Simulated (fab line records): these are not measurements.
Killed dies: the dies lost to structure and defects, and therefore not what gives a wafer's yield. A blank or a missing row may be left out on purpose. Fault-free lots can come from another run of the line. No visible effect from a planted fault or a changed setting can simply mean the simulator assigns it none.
fab line records ; flow nandHarc
record: lots: 11; wafers: 33; lastDay: 33
route steps=1302 shown P_M2@341 P_BONDPAD@361 END@1302
lots untouched by any fault: they come from a run of this same line in which no faults occurred
startH: start of the lot's first displayed wafer, in hours after the record's first day ; waitH: how many hours have passed since the lot's step before this one ; " repeats the value in the row above ; L1.1+2: a single row standing in for several wafers ; - value missing, or start not given ; * or withheld: withheld ; < > ~ a bound
route shown NAME@n: NAME is a module with steps in the file, n the number in the route of the first one ; usual: average and standard deviation across the fault-free wafers ; same: alike in all rows ; chamber/n: place in a boat ; sites: each site's reading ; _std_site: the standard deviation of these ; _edge_site: inner sites' mean taken away from outer sites' mean ; radiusMm: how far each site lies from the wafer's centre ; mask NAME#n: copy n ; behind: the tool/chamber that last shaped the wafer ; hold: why the lot went on hold/how many hours it stayed there/how the hold came to an end ; device: transistor that didn't switch, given as n, p or np ; end of line: tests run on the same wafers once the route is complete ; a step given without rows: its recipe and nothing more ; killed: count of dies lost to structure and defects at first sort (not the wafer's yield) ; map: a wafer's dies, x killed, . not, _ none there
set.NAME: the setting that was run; set.NAME@STEP: the one run at that earlier step ; model.NAME: the simulator's own value behind a step, which no gauge read
one table for each step of the route and one row for each wafer, over a sample of lots
services: the hour from which a tool's chamber was out of use, counted from the record's first day as startH (under 0 if before that day), plus the number of hours and why
== steps ==
step: NHARC_P_M2_PVD_21
recipe: targetThkA: 300; chamberPressurePa: 5; powerW: 5000; substrateTempC: 30; timeS: 20.49; material: Cu
usual: throttleValvePct: 30.2/0.77
lot.wafer;tool;chamber;startH;waitH;throttleValvePct
L182.2;pvdSputter-01;-;-;-;31.5
L182.3;pvdSputter-01;-;-;-;30.7
L182.1;pvdSputter-01;-;-;-;29.1
L187.2;pvdSputter-03;-;-;-;30.6
L187.1;pvdSputter-03;-;-;-;30.3
L187.5;pvdSputter-03;-;-;-;30.6
L188.4;pvdSputter-02;-;-;-;30.0
L188.1;pvdSputter-02;-;-;-;29.3
L188.6;pvdSputter-02;-;-;-;28.8
L189.3;pvdSputter-02;-;-;-;30.3
L189.2;pvdSputter-02;-;-;-;29.4
L189.6;pvdSputter-02;-;-;-;30.4
L192.4;pvdSputter-03;-;-;-;30.1
L192.2;pvdSputter-03;-;-;-;31.0
L192.5;pvdSputter-03;-;-;-;31.3
L193.2;pvdSputter-03;-;-;-;31.1
L193.3;pvdSputter-03;-;-;-;31.0
L193.4;pvdSputter-03;-;-;-;30.0
L194.4;pvdSputter-03;-;-;-;30.2
L194.3;pvdSputter-03;-;-;-;31.0
L194.6;pvdSputter-03;-;-;-;31.1
L196.4;pvdSputter-01;-;-;-;31.7
L196.6;pvdSputter-01;-;-;-;31.2
L196.5;pvdSputter-01;-;-;-;28.6
L200.2;pvdSputter-01;-;-;-;31.5
L200.5;pvdSputter-01;-;-;-;31.1
L200.6;pvdSputter-01;-;-;-;28.9
L199.1;pvdSputter-02;-;-;-;29.9
L199.5;pvdSputter-02;-;-;-;30.3
L199.6;pvdSputter-02;-;-;-;29.9
L202.1;pvdSputter-02;-;-;-;30.5
L202.5;pvdSputter-02;-;-;-;29.7
L202.6;pvdSputter-02;-;-;-;29.8
step: NHARC_P_BONDPAD_EXPOSE_06
recipe: na: 0.55; doseMj: 37.06; maskId: P_BPAD
usual: exposureDoseMJCm2: 37.03/0.035
lot.wafer;tool;chamber;startH;waitH;mask;exposureDoseMJCm2
L182.1;krfScanner-04;0;154.44;-;P_BPAD#0;37.01
L182.2;krfScanner-04;0;154.44;-;P_BPAD#0;37.07
L182.3;krfScanner-04;0;154.44;-;P_BPAD#0;37.05
L187.1;krfScanner-03;0;204.59;-;P_BPAD#0;50.92
L187.2;krfScanner-03;0;204.59;-;P_BPAD#0;50.98
L187.5;krfScanner-03;0;204.59;-;P_BPAD#0;50.99
L188.1;krfScanner-04;0;216.35;-;P_BPAD#0;37.01
L188.4;krfScanner-04;0;216.35;-;P_BPAD#0;37.03
L188.6;krfScanner-04;0;216.35;-;P_BPAD#0;37.02
L189.2;krfScanner-03;0;220.09;-;P_BPAD#0;48.18
L189.3;krfScanner-03;0;220.09;-;P_BPAD#0;48.17
L189.6;krfScanner-03;0;220.09;-;P_BPAD#0;48.23
L192.2;krfScanner-03;0;259.04;-;P_BPAD#0;47.21
L192.4;krfScanner-03;0;259.04;-;P_BPAD#0;47.23
L192.5;krfScanner-03;0;259.04;-;P_BPAD#0;47.24
L193.2;krfScanner-03;0;260.18;-;P_BPAD#0;47.31
L193.3;krfScanner-03;0;260.18;-;P_BPAD#0;47.25
L193.4;krfScanner-03;0;260.18;-;P_BPAD#0;47.32
L194.3;krfScanner-04;0;290.13;-;P_BPAD#0;37.07
L194.4;krfScanner-04;0;290.13;-;P_BPAD#0;37.04
L194.6;krfScanner-04;0;290.13;-;P_BPAD#0;37.03
L196.4;krfScanner-04;0;308.85;-;P_BPAD#0;37.00
L196.5;krfScanner-04;0;308.85;-;P_BPAD#0;36.99
L196.6;krfScanner-04;0;308.85;-;P_BPAD#0;37.04
L200.2;krfScanner-02;0;335.61;-;P_BPAD#0;37.01
L200.5;krfScanner-02;0;335.61;-;P_BPAD#0;37.02
L200.6;krfScanner-02;0;335.61;-;P_BPAD#0;36.95
L199.1;krfScanner-04;0;341.92;-;P_BPAD#0;36.99
L199.5;krfScanner-04;0;341.92;-;P_BPAD#0;37.02
L199.6;krfScanner-04;0;341.92;-;P_BPAD#0;37.02
L202.1;krfScanner-02;0;351.28;-;P_BPAD#0;37.03
L202.5;krfScanner-02;0;351.28;-;P_BPAD#0;36.99
L202.6;krfScanner-02;0;351.28;-;P_BPAD#0;36.92
step: NHARC_P_BONDPAD_CD_MEAS_09
recipe: targetCdNm: 500; landingEnergyEv: 500
usual: cdNm: 500.2/1.6
lot.wafer;tool;chamber;startH;waitH;cdNm
L182.1;cdSem-02;0;154.59;-;500.9
L182.2;cdSem-02;0;154.59;-;501.6
L182.3;cdSem-02;0;154.59;-;501.2
L187.1;cdSem-03;0;204.74;-;509.3
L187.2;cdSem-03;0;204.74;-;509.7
L187.5;cdSem-03;0;204.74;-;508.5
L188.1;cdSem-01;0;216.51;-;500.7
L188.4;cdSem-01;0;216.51;-;500.2
L188.6;cdSem-01;0;216.51;-;501.5
L189.2;cdSem-03;0;220.25;-;506.7
L189.3;cdSem-03;0;220.25;-;508.9
L189.6;cdSem-03;0;220.25;-;508.5
L192.2;cdSem-03;0;259.19;-;507.4
L192.4;cdSem-03;0;259.19;-;506.6
L192.5;cdSem-03;0;259.19;-;505.6
L193.2;cdSem-03;0;260.33;-;506.9
L193.3;cdSem-03;0;260.33;-;507.5
L193.4;cdSem-03;0;260.33;-;506.2
L194.3;cdSem-03;0;290.28;-;500.0
L194.4;cdSem-03;0;290.28;-;499.9
L194.6;cdSem-03;0;290.28;-;501.1
L196.4;cdSem-01;0;308.99;-;500.3
L196.5;cdSem-01;0;308.99;-;498.2
L196.6;cdSem-01;0;308.99;-;497.5
L200.2;cdSem-03;0;335.76;-;497.1
L200.5;cdSem-03;0;335.76;-;498.2
L200.6;cdSem-03;0;335.76;-;497.8
L199.1;cdSem-03;0;342.07;-;502.0
L199.5;cdSem-03;0;342.07;-;502.6
L199.6;cdSem-03;0;342.07;-;502.8
L202.1;cdSem-03;0;351.43;-;498.2
L202.5;cdSem-03;0;351.43;-;499.8
L202.6;cdSem-03;0;351.43;-;499.7
step: NHARC_P_BONDPAD_OVL_MEAS_38
usual: overlayXNm: 0/5.2; overlayYNm: 1/6.8
lot.wafer;tool;chamber;startH;waitH;overlayXNm;overlayYNm
L182.1;overlay-01;-;154.68;-;-2;-11
L182.2;overlay-01;-;154.68;-;-3;-12
L182.3;overlay-01;-;154.68;-;-2;-12
L187.1;overlay-01;-;204.83;-;4;-11
L187.2;overlay-01;-;204.83;-;4;-11
L187.5;overlay-01;-;204.83;-;4;-10
L188.1;overlay-01;-;216.59;-;5;-1
L188.4;overlay-01;-;216.59;-;6;-1
L188.6;overlay-01;-;216.59;-;6;-1
L189.2;overlay-02;-;220.33;-;-3;-5
L189.3;overlay-02;-;220.33;-;-3;-6
L189.6;overlay-02;-;220.33;-;-3;-6
L192.2;overlay-02;-;259.28;-;5;-6
L192.4;overlay-02;-;259.28;-;5;-7
L192.5;overlay-02;-;259.28;-;4;-6
L193.2;overlay-02;-;260.42;-;2;-4
L193.3;overlay-02;-;260.42;-;2;-4
L193.4;overlay-02;-;260.42;-;2;-4
L194.3;overlay-01;-;290.36;-;-10;0
L194.4;overlay-01;-;290.36;-;-9;0
L194.6;overlay-01;-;290.36;-;-9;0
L196.4;overlay-02;-;309.07;-;-11;9
L196.5;overlay-02;-;309.07;-;-11;9
L196.6;overlay-02;-;309.07;-;-11;9
L200.2;overlay-01;-;335.85;-;0;1
L200.5;overlay-01;-;335.85;-;0;0
L200.6;overlay-01;-;335.85;-;1;1
L199.1;overlay-01;-;342.16;-;1;2
L199.5;overlay-01;-;342.16;-;1;1
L199.6;overlay-01;-;342.16;-;1;2
L202.1;overlay-01;-;351.51;-;3;10
L202.5;overlay-01;-;351.51;-;3;10
L202.6;overlay-01;-;351.51;-;3;10
step: NHARC_P_BONDPAD_ETCH_12
recipe: targetDepthA: 2000; timeS: 100; chf3FlowSccm: 50; o2FlowSccm: 10; arFlowSccm: 200; rfW: 500; biasW: 200; chemistry: CHF3/O2
usual: drypumpMotorCurrentA: 5.9/0.49; oesProductAu: 0.943/0.02; rfVppV: 371.2/1.9; showerheadPlenumPTorr: 2.44/0.083; throttleValvePct: 20.573/0.0091
lot.wafer;tool;chamber;startH;waitH;drypumpMotorCurrentA;oesProductAu;rfHoursCounterH;rfVppV;showerheadPlenumPTorr;throttleValvePct
L182.1;rieDiel-02;2;-;-;5.1;0.926;6.3;370.7;2.37;20.564
L182.2;rieDiel-02;3;-;-;5.7;0.935;6.2;373.1;2.54;20.577
L182.3;rieDiel-02;1;-;-;6.5;0.921;6.3;369.6;2.33;20.578
L187.2;rieDiel-05;0;-;-;6.3;0.937;9.5;372.1;2.46;20.572
L187.1;rieDiel-05;2;-;-;5.1;0.920;9.3;374.2;2.57;20.573
L187.5;rieDiel-05;0;-;-;6.3;0.930;-;371.7;2.46;20.572
L188.4;rieDiel-05;3;216.92;-;6.0;0.922;8.6;372.7;2.51;20.564
L188.1;rieDiel-05;1;216.92;-;5.8;0.924;11.5;373.2;2.53;20.570
L188.6;rieDiel-05;0;216.92;-;6.3;0.930;-;372.3;2.46;20.578
L189.3;rieDiel-01;0;-;-;5.2;0.968;0.1;369.8;2.37;20.569
L189.2;rieDiel-01;1;-;-;6.2;0.967;0.1;370.5;2.33;20.576
L189.6;rieDiel-01;0;-;-;5.2;0.974;-;370.3;2.37;20.564
L192.4;rieDiel-02;0;-;-;6.0;0.918;2.1;371.6;2.43;20.581
L192.2;rieDiel-02;2;-;-;5.1;0.910;1.7;369.3;2.36;20.579
L192.5;rieDiel-02;1;-;-;6.5;0.929;-;368.9;2.32;20.583
L193.4;rieDiel-01;2;-;-;5.8;0.924;1.3;370.1;2.40;20.573
L193.3;rieDiel-01;3;-;-;6.6;0.936;1.2;373.9;2.54;20.568
L193.2;rieDiel-01;1;-;-;6.2;0.918;1.4;368.2;2.33;20.583
L194.3;rieDiel-02;1;-;-;6.5;0.919;4.2;369.4;2.32;20.568
L194.4;rieDiel-02;2;-;-;5.1;0.933;3.3;370.2;2.36;20.583
L194.6;rieDiel-02;0;-;-;6.0;0.923;-;372.6;2.43;20.577
L196.4;rieDiel-02;0;-;-;6.0;0.934;5.6;371.0;2.42;20.583
L196.6;rieDiel-02;0;-;-;6.0;0.927;-;370.6;2.43;20.562
L196.5;rieDiel-02;1;-;-;6.5;0.923;-;368.2;2.32;20.565
L200.2;rieDiel-01;3;-;-;6.6;0.928;2.2;373.2;2.54;20.561
L200.5;rieDiel-01;0;-;-;5.2;0.918;-;369.5;2.37;20.567
L200.6;rieDiel-01;1;-;-;6.2;0.919;-;370.6;2.33;20.572
L199.1;rieDiel-01;1;-;-;6.1;0.911;3.4;370.2;2.33;20.576
L199.6;rieDiel-01;2;-;-;5.8;0.912;-;370.7;2.40;20.576
L199.5;rieDiel-01;3;-;-;6.5;0.951;-;375.2;2.54;20.582
L202.1;rieDiel-01;1;-;-;6.2;0.967;3.6;370.4;2.33;20.570
L202.6;rieDiel-01;2;-;-;5.8;0.945;-;370.4;2.40;20.566
L202.5;rieDiel-01;3;-;-;6.6;0.958;-;374.2;2.54;20.572
step: NHARC_END_SORT_01
recipe: tempC: 25
usual: defectLimitedYield: 91.5/2.4; killedAtArray: 52/16; killedAtOther: 0.8/1.1; killedAtPeriphery: 4.2/2.5; killedDies: 57/16; killedOpen: 3.4/2; killedShort: 2.6/1.6; sort_bin_2_pct: 3.0/1.1; sort_bin_3_pct: 0.6/0.31; sort_bin_4_pct: 4.8/1.4; sortNPass: 620/16; sortRimYieldPct: 90/4.8; sortYieldPct: 91.5/2.4
same: grossDies: 677; sort_bin_5_pct[%]: 0; sort_bin_6_pct[%]: 0; sort_bin_7_pct[%]: 0; sort_bin_8_pct[%]: 0; sortRimNGross: 106.00
lot.wafer;tool;chamber;startH;waitH;defectLimitedYield[%];killedAtArray;killedAtOther;killedAtPeriphery;killedDies;killedOpen;killedShort;sort_bin_2_pct[%];sort_bin_3_pct[%];sort_bin_4_pct[%];sortNPass;sortRimYieldPct[%];sortYieldPct[%]
L187.1;prober-01;0;634.23;2.4;88.9;72;2;1;75;2;2;3.4;0.6;7.1;602;94;88.9
L187.5;prober-01;0;637.41;3.7;87.7;76;1;6;83;3;3;4.1;1.0;7.1;594;84;87.7
L189.2;prober-01;0;660.67;2.8;94.4;33;1;4;38;3;1;1.5;0.1;4.0;639;93;94.4
L189.3;prober-01;0;661.46;3.1;95.0;27;0;7;34;4;2;0.6;0.3;4.1;643;95;95.0
L189.6;prober-01;0;663.84;4.0;94.8;32;1;2;35;3;3;1.2;0.1;3.8;642;88;94.8
L193.2;prober-01;0;691.54;2.8;92.3;48;1;3;52;5;5;3.5;0.4;3.7;625;92;92.3
L193.3;prober-01;0;692.33;3.1;92.8;43;0;6;49;3;1;2.2;0.3;4.7;628;82;92.8
L193.4;prober-01;0;693.13;3.4;92.5;48;0;3;51;1;1;2.1;0.9;4.6;626;90;92.5
L192.2;prober-02;0;691.62;2.9;89.2;71;1;1;73;4;2;3.4;0.9;6.5;604;93;89.2
L192.4;prober-02;0;693.23;3.4;88.2;77;0;3;80;4;4;3.8;0.6;7.4;597;80;88.2
L192.5;prober-02;0;694.04;3.7;89.1;72;0;2;74;1;3;5.2;1.0;4.7;603;87;89.1
killed by level:class
L187.1 A_CHANNEL_HOLE_D1:chamberFilmFlake=29 A_SLIT:chamberFilmFlake=25 A_CHANNEL_HOLE_D2:chamberFilmFlake=7 A_BONDPAD:chamberFilmFlake=4 A_STAIRCASE:chamberFilmFlake=3 THIN_TSV:chamberFilmFlake=2 A_CHANNEL_FILL_D1:geometricParticle:open=1 A_DECK1_JOINT:geometricParticle:short=1
L187.5 A_SLIT:chamberFilmFlake=31 A_CHANNEL_HOLE_D1:chamberFilmFlake=17 A_CHANNEL_HOLE_D2:chamberFilmFlake=10 A_BONDPAD:chamberFilmFlake=6 P_M2:chamberFilmFlake=4 A_STAIRCASE:chamberFilmFlake=4 A_CONTACT:chamberFilmFlake=2 P_CONTACT:geometricParticle:short=1
L189.2 A_CHANNEL_HOLE_D2:chamberFilmFlake=12 A_STAIRCASE:chamberFilmFlake=6 A_WL_FILL:chamberFilmFlake=4 A_CHANNEL_HOLE_D1:chamberFilmFlake=3 A_SLIT:chamberFilmFlake=3 P_M2:chamberFilmFlake=2 P_BONDPAD:chamberFilmFlake=2 A_DECK1_JOINT:geometricParticle:open=1
L189.3 A_CHANNEL_HOLE_D2:chamberFilmFlake=13 A_STAIRCASE:chamberFilmFlake=4 A_SLIT:chamberFilmFlake=3 P_STI:chamberFilmFlake=2 P_BONDPAD:chamberFilmFlake=2 P_GATE:geometricParticle:open=1 P_CONTACT:geometricParticle:open=1 A_CHANNEL_FILL_D1:geometricParticle:short=1
L189.6 A_CHANNEL_HOLE_D2:chamberFilmFlake=12 A_STAIRCASE:chamberFilmFlake=7 A_CHANNEL_FILL_D1:geometricParticle:short=2 P_STI:chamberFilmFlake=2 A_SLIT:chamberFilmFlake=2 A_CONTACT:chamberFilmFlake=2 A_ONON_D1:geometricParticle:open=1 A_WL_FILL:geometricParticle:short=1
L193.2 A_CHANNEL_HOLE_D2:chamberFilmFlake=15 A_CONTACT:chamberFilmFlake=9 A_STAIRCASE:chamberFilmFlake=6 A_SLIT:chamberFilmFlake=4 A_WL_FILL:geometricParticle:short=2 A_CHANNEL_HOLE_D1:chamberFilmFlake=2 P_GATE:geometricParticle:open=1 A_ONON_D1:geometricParticle:open=1
L192.2 A_CHANNEL_HOLE_D1:chamberFilmFlake=29 A_SLIT:chamberFilmFlake=22 A_CHANNEL_HOLE_D2:chamberFilmFlake=11 P_M0:geometricParticle:open=1 A_ONON_D2:geometricParticle:short=1 A_CHANNEL_HOLE_D2:geometricParticle:open=1 A_SGD_CUT:geometricParticle:short=1 A_CONTACT:geometricParticle:open=1
L193.3 A_CHANNEL_HOLE_D2:chamberFilmFlake=16 A_CONTACT:chamberFilmFlake=10 A_CHANNEL_HOLE_D1:chamberFilmFlake=7 A_SLIT:chamberFilmFlake=4 P_ZERO_WELL:chamberFilmFlake=3 A_STAIRCASE:chamberFilmFlake=2 P_CONTACT:geometricParticle:open=1 P_M0:geometricParticle:open=1
L193.4 A_CHANNEL_HOLE_D2:chamberFilmFlake=20 A_CONTACT:chamberFilmFlake=9 A_CHANNEL_HOLE_D1:chamberFilmFlake=6 A_STAIRCASE:chamberFilmFlake=4 P_ZERO_WELL:chamberFilmFlake=3 A_SLIT:chamberFilmFlake=3 A_WL_FILL:chamberFilmFlake=2 A_CHANNEL_FILL_D2:geometricParticle:open=1
L192.4 A_SLIT:chamberFilmFlake=25 A_CHANNEL_HOLE_D1:chamberFilmFlake=25 A_CHANNEL_HOLE_D2:chamberFilmFlake=9 A_STAIRCASE:chamberFilmFlake=5 A_CONTACT:chamberFilmFlake=5 P_CONTACT:chamberFilmFlake=2 P_CONTACT:geometricParticle:open=1 A_SOURCE_PLATE:geometricParticle:open=1
L192.5 A_SLIT:chamberFilmFlake=29 A_CHANNEL_HOLE_D1:chamberFilmFlake=22 A_CHANNEL_HOLE_D2:chamberFilmFlake=12 A_CONTACT:chamberFilmFlake=4 A_M0:geometricParticle:short=2 P_M0:geometricParticle:open=1 A_WL_FILL:geometricParticle:short=1 P_STI:chamberFilmFlake=1
== services ==
tool;chamber;startH;hours;kind
rieDiel-02;3;127.34;9.4;repair
rieDiel-05;-;130.95;1.1;repair
rieDiel-02;0;134.11;9.6;repair
rieDiel-02;-;146.96;0.5;repair
krfScanner-02;-;150.59;0.2;repair
krfScanner-04;-;166.73;6.1;repair
krfScanner-04;-;182.03;4.0;pm
pvdSputter-01;-;182.99;2.2;repair
rieDiel-01;0;185.23;8.3;repair
pvdSputter-01;-;192.31;41.4;repair
rieDiel-01;-;203.84;9.0;pm
pvdSputter-03;-;206.35;10.0;pm
krfScanner-04;-;207.74;0.9;repair
rieDiel-02;1;218.28;6.1;repair
krfScanner-03;-;224.00;4.0;pm
rieDiel-05;-;229.60;9.0;pm
rieDiel-01;3;275.12;6.8;repair
pvdSputter-02;-;279.16;7.2;repair
rieDiel-01;2;283.31;2.1;repair
pvdSputter-02;-;286.37;10.0;pm
rieDiel-01;3;297.93;10.2;repair
krfScanner-03;-;317.09;0.4;repair
rieDiel-01;3;320.69;7.3;repair
rieDiel-02;1;323.96;3.4;repair
== key ==
firstSign: step: NHARC_P_BONDPAD_EXPOSE_06; reading: exposureDoseMJCm2; direction: up; sigmas: 99+; usual: 37.03; struck: 48.42
effect: step: NHARC_P_BONDPAD_CD_MEAS_09; reading: cdNm; direction: up; sigmas: 4.7; usual: 500.2; struck: 507.7; through: controlLoop
metAt NHARC_P_BONDPAD_EXPOSE_06
struckLots L187,L189,L192,L193
loopTrim: step: NHARC_P_BONDPAD_EXPOSE_06; setting: dose; lots: L189,L192,L193
notActingAt NHARC_P_M2_PVD_21,NHARC_P_BONDPAD_OVL_MEAS_38,NHARC_P_BONDPAD_ETCH_12
fault: kind: processParameterDrift; tool: krfScanner-03; chamber: -; onsetH: 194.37; steps: NHARC_P_BONDPAD_EXPOSE_06; channel: doseMj; offset: 13.918; shape: step; actsIn: theseRecipesOnly; stated: 37.06
loopTrim: a control loop set the setting to another value than it would have without faults
